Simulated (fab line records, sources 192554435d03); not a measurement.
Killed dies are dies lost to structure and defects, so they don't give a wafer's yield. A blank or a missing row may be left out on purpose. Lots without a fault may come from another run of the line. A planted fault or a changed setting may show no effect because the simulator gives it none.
Chamber matching | flow n5_finfet | N5_BEOL_M6_CMP_52 on cmp-04: 4 sister chambers
The step polishes, stops on SiCOH lowk, t overpolish 6.9 s, target thk 80 nm. 16 wafers are shown with their chamber, then 8 later ones without.

WAFERS WITH THEIR CHAMBER
wafer  | chamber | motor_current_A (A) | barrier_field_endpoint_s (s) | time_to_endpoint_s (s)
L080.3 | 1       | 7.1                 | 29.2                         | 62.3
L080.4 | 2       | 7.2                 | 29.7                         | 60.8
L080.5 | 0       | 5.2                 | 29.0                         | 58.4
L085.3 | 3       | 6.5                 | 28.3                         | 62.7
L085.5 | 3       | 6.9                 | 28.4                         | 58.5
L085.6 | 0       | 5.3                 | 28.8                         | 59.9
L086.1 | 3       | 6.5                 | 29.3                         | 65.6
L086.5 | 1       | 6.9                 | 29.3                         | 65.4
L086.6 | 0       | 5.5                 | 29.7                         | 63.9
L092.2 | 0       | 5.5                 | 28.6                         | 61.1
L092.4 | 1       | 6.8                 | 29.5                         | 64.9
L092.5 | 2       | 7.1                 | 28.5                         | 62.1
L094.1 | 0       | 5.1                 | 28.9                         | 60.9
L094.3 | 1       | 7.2                 | 30.1                         | 65.1
L094.4 | 2       | 7.0                 | 30.5                         | 64.2
L095.2 | 0       | 5.4                 | 29.4                         | 60.8

SIGNATURES (means of the wafers above)
reading                  | chamber 0 | chamber 1 | chamber 2 | chamber 3 | scatter within a chamber
motor_current_A          | 5.333     | 7.000     | 7.100     | 6.633     | 0.173
barrier_field_endpoint_s | 29.067    | 29.525    | 29.567    | 28.667    | 0.574
time_to_endpoint_s       | 60.833    | 64.425    | 62.367    | 62.267    | 2.12
Rule: a wafer's distance from a chamber is the root of the sum, over the readings, of the square of ((its reading less the chamber's mean) divided by the reading's scatter). The wafer belongs to the nearest chamber; if the next one is less than 2 further off, it can't be placed. The scatter: the root of (the sum of the squares of (reading less its chamber's mean) over the shown wafers, divided by (wafers less chambers)).

WAFERS WITHOUT THEIR CHAMBER
wafer  | motor_current_A (A) | barrier_field_endpoint_s (s) | time_to_endpoint_s (s)
L095.4 | 6.9                 | 29.7                         | 62.2
L095.5 | 5.1                 | 29.3                         | 62.2
L096.1 | 5.3                 | 27.9                         | 59.5
L096.3 | 6.7                 | 29.5                         | 65.2
L096.6 | 6.7                 | 30.1                         | 61.3
L097.3 | 5.6                 | 28.8                         | 64.9
L097.4 | 7.2                 | 29.4                         | 62.3
L097.6 | 7.1                 | 29.6                         | 62.7

WHICH CHAMBER EACH WENT THROUGH
wafer  | from the rows above          | in truth
L095.4 | can't be placed: 2 or 1 or 3 | 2
L095.5 | 0                            | 0
L096.1 | 0                            | 0
L096.3 | can't be placed: 1 or 3 or 2 | 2
L096.6 | can't be placed: 1 or 2 or 3 | 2
L097.3 | 0                            | 0
L097.4 | can't be placed: 2 or 1      | 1
L097.6 | can't be placed: 2 or 1      | 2
Placed correctly: 3 of 8. Can't be placed from these rows: 5 (the true chamber is among the candidates in 5). Placed wrongly: 0.
